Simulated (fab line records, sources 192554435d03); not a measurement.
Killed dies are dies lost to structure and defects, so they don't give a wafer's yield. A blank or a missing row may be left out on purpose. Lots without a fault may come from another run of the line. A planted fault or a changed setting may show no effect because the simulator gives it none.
Chamber matching | flow n5_finfet | N5_BEOL_M9_ETCH_66 on rie_diel-06: 4 sister chambers
The step etches SOC in N2/H2, target depth 80 nm, overetch 16 nm, time 120 s. 8 wafers are shown with their chamber, then 11 later ones without.

WAFERS WITH THEIR CHAMBER
wafer  | chamber | drypump_motor_current_A (A) | throttle_valve_pct (%)
L079.6 | 3       | 6.6                         | 18.2
L080.1 | 2       | 5.6                         | 17.9
L082.3 | 1       | 6.0                         | 17.7
L082.4 | 0       | 6.0                         | 17.3
L086.1 | 2       | 5.6                         | 18.0
L086.2 | 1       | 6.0                         | 17.7
L086.3 | 0       | 6.0                         | 17.4
L089.1 | 3       | 6.7                         | 17.8

WAFERS WITHOUT THEIR CHAMBER
wafer  | drypump_motor_current_A (A) | throttle_valve_pct (%)
L089.3 | 5.6                         | 18.0
L089.6 | 5.6                         | 18.0
L088.1 | 5.6                         | 18.0
L088.3 | 6.0                         | 17.8
L088.4 | 6.7                         | 17.8
L092.2 | 6.7                         | 17.8
L092.3 | 6.0                         | 17.4
L092.5 | 5.6                         | 18.0
L093.1 | 6.0                         | 17.8
L093.2 | 5.6                         | 18.0
L093.6 | 6.0                         | 17.4

WHICH CHAMBER EACH WENT THROUGH
wafer  | from the rows above     | in truth
L089.3 | 2                       | 2
L089.6 | 2                       | 2
L088.1 | 2                       | 2
L088.3 | 1                       | 1
L088.4 | 3                       | 3
L092.2 | 3                       | 3
L092.3 | can't be placed: 0 or 1 | 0
L092.5 | 2                       | 2
L093.1 | 1                       | 1
L093.2 | 2                       | 2
L093.6 | can't be placed: 0 or 1 | 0
Placed correctly: 9 of 11. Can't be placed from these rows: 2 (the true chamber is among the candidates in 2). Placed wrongly: 0.
How it was worked out, from the rows above alone: a wafer's distance from a chamber is the root of the sum, over the readings, of the square of ((its reading less the chamber's mean) divided by the reading's scatter). The wafer belongs to the nearest chamber; if the next one is less than 2 further off, it can't be placed. A chamber's mean is the mean of its shown wafers. The scatter: the root of (the sum of the squares of (reading less its chamber's mean) over the shown wafers, divided by (wafers less chambers)).
